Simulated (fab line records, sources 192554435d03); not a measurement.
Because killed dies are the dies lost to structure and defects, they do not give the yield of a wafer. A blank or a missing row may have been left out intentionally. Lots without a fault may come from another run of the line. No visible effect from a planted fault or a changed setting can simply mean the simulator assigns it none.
A struck lot beside a sound one -- flow n5-finfet -- 15 out of 1938 route steps
Sound: wafers L172.1, L172.2, L172.3. Struck: wafer L173.4; the same lot's L173.2 was not struck, so it is left out; see the end for the cause.
Per side, at each step with rows, come the tool, then ch with its chambers, and then its first start. Under that, the readings that differ: sound wafers -- struck wafers -- difference of the means -- sigmas: that difference in standard deviations of wafers without a fault.
alike: same words and numbers on both sides, and readings whose means sit less than 2 such deviations apart. not compared: any withheld reading, any reading some wafer has no value for, any bound like >300 that may hide the same value, and any number with overlapping values for which the record gives no deviation.
A row with sigmas, a row that says differs or no value, or rows on one side alone: a step with any of these is where the two part. Non-overlapping numbers with no deviation appear without sigmas and do not part them. A reading that every wafer of one side lacks parts them only if that side has two wafers or more.

N5_BEOL_M6_OVL_MEAS_29:
  sound on overlay-01 ch 0, day 12 16:14; struck on overlay-02 ch 0, day 13 06:21
  alike: V5_OVL
N5_BEOL_M6_INSPECT_30: inspects for defects (brightfield).
  sound on defect-inspect-01, day 12 16:17; struck on defect-inspect-02, day 13 06:25
  alike: raw-defect-count
N5_BEOL_M6_DESCUM_33: chemistry O2, time 7 s.
  sound on rie-diel-06 ch 1,2,3, day 12 16:19; struck on rie-diel-01 ch 2, day 13 06:26
  alike: bias-power-w, drypump-motor-current-A, oes-product-au, rf-vpp-V, showerhead-plenum-p-Torr, throttle-valve-pct
  not compared: rf-hours-counter-h
N5_BEOL_M6_ETCH_72: etches underlayer in N2/H2, target depth 6.5 nm, time 5.2 s.
  sound on rie-diel-06 ch 1,2,3, day 12 16:22; struck on rie-diel-01 ch 2, day 13 06:28
  alike: drypump-motor-current-A, etch-rf-on-time-s, oes-product-au, rf-vpp-V, showerhead-plenum-p-Torr, throttle-valve-pct
  not compared: rf-hours-counter-h
N5_BEOL_M6_ETCH_65: etches SiARC in CF4, target depth 15.6 nm, time 26 s.
  sound on rie-diel-06 ch 1,2,3, day 12 16:23; struck on rie-diel-01 ch 2, day 13 06:29
  alike: drypump-motor-current-A, etch-rf-on-time-s, oes-product-au, rf-vpp-V, showerhead-plenum-p-Torr, throttle-valve-pct
  not compared: rf-hours-counter-h
then, 6 steps without rows for these wafers: N5_BEOL_M6_ETCH_66 (etches SOC in N2/H2, target depth 80 nm, overetch 16 nm, time 120 s); N5_BEOL_M6_STRIP_69 (strips in N2/H2); N5_BEOL_M6_STRIP_73 (strips in N2/H2); N5_BEOL_M6_VIA_ETCH_34 (etches SiCOH lowk in C4F6/O2, target depth 126.3 nm, time 50.9 s); N5_BEOL_M6_STRIP_76 (strips in C4F6/O2); N5_BEOL_M6_STRIP_36 (strips in N2/H2).
N5_BEOL_M6_TRENCH_ETCH_37: etches SiCOH lowk in C4F6/O2, target depth 94.435 nm, time 31.5 s.
  sound: rie-diel-06 ch 1,2,3; struck: rie-diel-01 ch 2
  alike: drypump-motor-current-A, oes-product-au, rf-vpp-V, run-length-s, showerhead-plenum-p-Torr, throttle-valve-pct
  not compared: rf-hours-counter-h
N5_BEOL_M6_ETCH_41: etches SiCN in CH3F/O2, target depth 29.7 nm, time 52 s.
  sound on rie-diel-06 ch 1,2,3, day 12 16:38; struck on rie-diel-01 ch 2, day 13 06:44
reading,sound,struck,difference,sigmas
run-length-s (s),75.5 74.6 75.1,65.3,-9.8,-28
model.etch.depth-nm (nm),19.66 19.86 19.68,16.39,-3.34,
  alike: drypump-motor-current-A, oes-product-au, rf-vpp-V, showerhead-plenum-p-Torr, throttle-valve-pct
  not compared: rf-hours-counter-h
N5_BEOL_M6_STRIP_80: strips in N2/H2, time 10 s.
  sound: rie-diel-06 ch 1,2,3; struck: rie-diel-01 ch 2
reading,sound,struck,difference,sigmas
throttle-valve-pct (%),23.9 24.3 23.5,23.0,-0.9,-3
  alike: bias-power-w, drypump-motor-current-A, oes-product-au, rf-vpp-V, showerhead-plenum-p-Torr
  not compared: rf-hours-counter-h
after that, 1 step had no rows for these wafers: N5_PASSIVATION_PROBE_49.

== WHERE THEY PART ==
Earliest at N5_BEOL_M6_ETCH_41; latest, in this record, at N5_BEOL_M6_STRIP_80.

WHY: what the simulator had put in
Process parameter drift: rie-diel-01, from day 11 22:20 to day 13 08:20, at N5_BEOL_M6_ETCH_41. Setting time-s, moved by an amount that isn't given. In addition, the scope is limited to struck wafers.
